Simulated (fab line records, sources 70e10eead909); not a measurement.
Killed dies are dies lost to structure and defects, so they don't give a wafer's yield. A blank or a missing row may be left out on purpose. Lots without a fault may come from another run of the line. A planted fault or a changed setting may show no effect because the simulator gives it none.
Which tool did it? | flow nand_harc | 24 lots, 72 wafers sampled, at 3 steps of a route of 1302

WHAT THE GAUGES READ, wafer by wafer
NHARC_A_M1_INSPECT_11. Usual: raw_defect_count 86, standard deviation 28.
lot  | measured     | on                | raw_defect_count | flag
L074 | day 23 07:50 | defect_inspect-01 | 128 112 103      |
L075 | day 23 21:41 | defect_inspect-01 | 46 47 51         |
L076 | day 24 04:14 | defect_inspect-02 | 52 55 47         |
L078 | day 24 09:49 | defect_inspect-02 | 56 57 57         |
L077 | day 24 10:29 | defect_inspect-02 | 129 117 141      |
L079 | day 24 15:56 | defect_inspect-01 | 60 90 66         |
L080 | day 25 08:41 | defect_inspect-02 | 64 64 75         |
L081 | day 25 11:42 | defect_inspect-02 | 61 83 77         |
L082 | day 26 09:00 | defect_inspect-02 | 73 105 96        |
L083 | day 27 07:36 | defect_inspect-02 | 85 86 100        |
L084 | day 27 13:19 | defect_inspect-02 | 64 72 65         |
L085 | day 27 15:41 | defect_inspect-01 | 130 153 131      |
L086 | day 28 13:38 | defect_inspect-02 | 90 89 104        |
L087 | day 28 16:47 | defect_inspect-02 | 80 96 117        |
L088 | day 28 22:27 | defect_inspect-02 | 73 83 59         |
L089 | day 29 04:41 | defect_inspect-02 | 108 119 96       |
L090 | day 29 06:47 | defect_inspect-01 | 82 95 106        |
L091 | day 29 23:12 | defect_inspect-01 | 129 116 110      |
L092 | day 30 00:35 | defect_inspect-01 | 103 95 110       |
L093 | day 30 14:36 | defect_inspect-01 | 64 61 55         |
L095 | day 31 05:34 | defect_inspect-02 | 114 116 150      |
L096 | day 31 07:12 | defect_inspect-02 | 53 46 59         |
L094 | day 31 19:34 | defect_inspect-01 | 25 30 33         |
L097 | day 32 08:08 | defect_inspect-01 | 85 97 87         |

WHICH TOOL RAN EACH LOT (tool, then ch and the chambers of the sampled wafers, then the start)
lot  | NHARC_A_M0_ETCH_15                            | NHARC_A_M0_PVD_20
L074 | rie_diel-02 ch 1,3, day 23 07:50 or earlier   | pvd_sputter-02, day 23 07:50 or earlier
L075 | rie_diel-05 ch 0,1, day 23 21:41 or earlier   | pvd_sputter-03, day 23 21:41 or earlier
L076 | rie_diel-10 ch 1,2,3, day 24 04:14 or earlier | pvd_sputter-03, day 24 04:14 or earlier
L078 | rie_diel-10 ch 0,3, day 24 09:49 or earlier   | pvd_sputter-03, day 24 09:49 or earlier
L077 | rie_diel-05 ch 1,3, day 24 10:29 or earlier   | pvd_sputter-01, day 24 10:29 or earlier
L079 | rie_diel-10 ch 1,2, day 24 15:56 or earlier   | pvd_sputter-02, day 24 15:56 or earlier
L080 | rie_diel-05 ch 1,2,3, day 25 08:41 or earlier | pvd_sputter-02, day 25 08:41 or earlier
L081 | rie_diel-10 ch 1,2,3, day 25 11:42 or earlier | pvd_sputter-03, day 25 11:42 or earlier
L082 | rie_diel-02 ch 0,1, day 26 09:00 or earlier   | pvd_sputter-01, day 26 09:00 or earlier
L083 | rie_diel-10 ch 0,1,2, day 27 07:36 or earlier | pvd_sputter-02, day 27 07:36 or earlier
L084 | rie_diel-05 ch 0,1,3, day 27 13:19 or earlier | pvd_sputter-01, day 27 13:19 or earlier
L085 | rie_diel-02 ch 0,1,3, day 27 15:41 or earlier | pvd_sputter-02, day 27 15:41 or earlier
L086 | rie_diel-10 ch 0,2,3, day 28 13:38 or earlier | pvd_sputter-03, day 28 13:38 or earlier
L087 | rie_diel-02 ch 0,2,3, day 28 16:47 or earlier | pvd_sputter-02, day 28 16:47 or earlier
L088 | rie_diel-10 ch 2,3, day 28 22:27 or earlier   | pvd_sputter-01, day 28 22:27 or earlier
L089 | rie_diel-02 ch 1,2, day 29 04:41 or earlier   | pvd_sputter-01, day 29 04:41 or earlier
L090 | rie_diel-02 ch 0,2,3, day 29 06:47 or earlier | pvd_sputter-02, day 29 06:47 or earlier
L091 | rie_diel-10 ch 1,2,3, day 29 23:12 or earlier | pvd_sputter-03, day 29 23:12 or earlier
L092 | rie_diel-10 ch 0,1, day 30 00:35 or earlier   | pvd_sputter-03, day 30 00:35 or earlier
L093 | rie_diel-10 ch 2,3, day 30 14:36 or earlier   | pvd_sputter-01, day 30 14:36 or earlier
L095 | rie_diel-02 ch 1,2,3, day 31 05:34 or earlier | pvd_sputter-01, day 31 05:34 or earlier
L096 | rie_diel-02 ch 0,2,3, day 31 07:12 or earlier | pvd_sputter-02, day 31 07:12 or earlier
L094 | rie_diel-10 ch 0,2,3, day 31 19:34 or earlier | pvd_sputter-02, day 31 19:34 or earlier
L097 | rie_diel-10 ch 0,1,2, day 32 03:53            | pvd_sputter-03, day 32 08:08 or earlier
- NHARC_A_M0_ETCH_15: etches the open film in C4F8/Ar, target depth 150 nm, overetch 15 nm, time 82.5 s.
- NHARC_A_M0_PVD_20: deposits TaN, target thk 5 nm, time 8.06 s.

WHAT THE TOOLS THEMSELVES READ (means of the sampled wafers that have a number; where no wafer has one, the mark that the record gives instead)
NHARC_A_M0_ETCH_15. Usual: chamber_pressure_mTorr 25.003 mTorr, standard deviation 0.023; oes_product_au 0.952 a.u., standard deviation 0.026; rf_vpp_V 441.4 V, standard deviation 3.
lot  | tool        | chamber_pressure_mTorr (mTorr) | oes_product_au (a.u.) | rf_vpp_V (V) | flag
L074 | rie_diel-02 | 25.006                         | 0.958                 | 438.7        |
L075 | rie_diel-05 | 25.014                         | 0.992                 | 442.7        |
L076 | rie_diel-10 | 25.003                         | 0.925                 | 440.5        |
L078 | rie_diel-10 | 25.000                         | 0.988                 | 442.0        |
L077 | rie_diel-05 | 25.012                         | 0.983                 | 443.1        |
L079 | rie_diel-10 | 24.995                         | 0.924                 | 440.5        |
L080 | rie_diel-05 | 25.002                         | 0.964                 | 444.5        |
L081 | rie_diel-10 | 25.006                         | 0.914                 | 441.3        |
L082 | rie_diel-02 | 24.982                         | 0.935                 | 437.9        |
L083 | rie_diel-10 | 25.013                         | 0.959                 | 441.8        |
L084 | rie_diel-05 | 24.983                         | 0.969                 | 443.0        |
L085 | rie_diel-02 | 25.012                         | 0.954                 | 439.1        |
L086 | rie_diel-10 | 25.006                         | 0.955                 | 442.7        |
L087 | rie_diel-02 | 25.013                         | 0.927                 | 440.9        |
L088 | rie_diel-10 | 25.012                         | 0.979                 | 442.0        |
L089 | rie_diel-02 | 24.985                         | 0.976                 | 441.8        |
L090 | rie_diel-02 | 25.007                         | 0.921                 | 440.5        |
L091 | rie_diel-10 | 24.985                         | 0.922                 | 441.1        |
L092 | rie_diel-10 | 24.997                         | 0.972                 | 441.2        |
L093 | rie_diel-10 | 25.024                         | 0.955                 | 442.0        |
L095 | rie_diel-02 | 25.001                         | 0.939                 | 440.0        |
L096 | rie_diel-02 | 24.989                         | 0.934                 | 441.1        |
L094 | rie_diel-10 | 25.006                         | 0.925                 | 441.9        |
L097 | rie_diel-10 | 25.009                         | 0.998                 | 443.1        |

NHARC_A_M0_PVD_20. Usual: throttle_valve_pct 29.7 %, standard deviation 0.96.
lot  | tool           | throttle_valve_pct (%) | flag
L074 | pvd_sputter-02 | 28.7                   |
L075 | pvd_sputter-03 | 30.3                   |
L076 | pvd_sputter-03 | 29.6                   |
L078 | pvd_sputter-03 | 29.6                   |
L077 | pvd_sputter-01 | 30.5                   |
L079 | pvd_sputter-02 | 29.7                   |
L080 | pvd_sputter-02 | 29.6                   |
L081 | pvd_sputter-03 | 29.9                   |
L082 | pvd_sputter-01 | 29.5                   |
L083 | pvd_sputter-02 | 29.8                   |
L084 | pvd_sputter-01 | 30.2                   |
L085 | pvd_sputter-02 | 29.4                   |
L086 | pvd_sputter-03 | 29.7                   |
L087 | pvd_sputter-02 | 29.3                   |
L088 | pvd_sputter-01 | 29.6                   |
L089 | pvd_sputter-01 | 29.0                   |
L090 | pvd_sputter-02 | 29.7                   |
L091 | pvd_sputter-03 | 30.1                   |
L092 | pvd_sputter-03 | 30.0                   |
L093 | pvd_sputter-01 | 30.3                   |
L095 | pvd_sputter-01 | 30.8                   |
L096 | pvd_sputter-02 | 29.6                   |
L094 | pvd_sputter-02 | 29.1                   |
L097 | pvd_sputter-03 | 30.3                   |

THE ANSWER, worked out from the rows above alone
Rule: a lot is off if the mean of its wafers that have a number lies more than 3 standard deviations from the usual mean. A lot without any number at a reading at which 4 lots or more have one is off too. The other lots that the step has rows for count as sound. The gauges are gone through in route order, then the tools' own readings, and for those a lot's mean is taken as printed above. The first step at which some lot is off is used, and at that step the reading that is off furthest; a lot without a number counts as furthest.
No lot is off at any reading shown: from this, nothing can be told.

WHAT THE SIMULATOR HAD PUT IN
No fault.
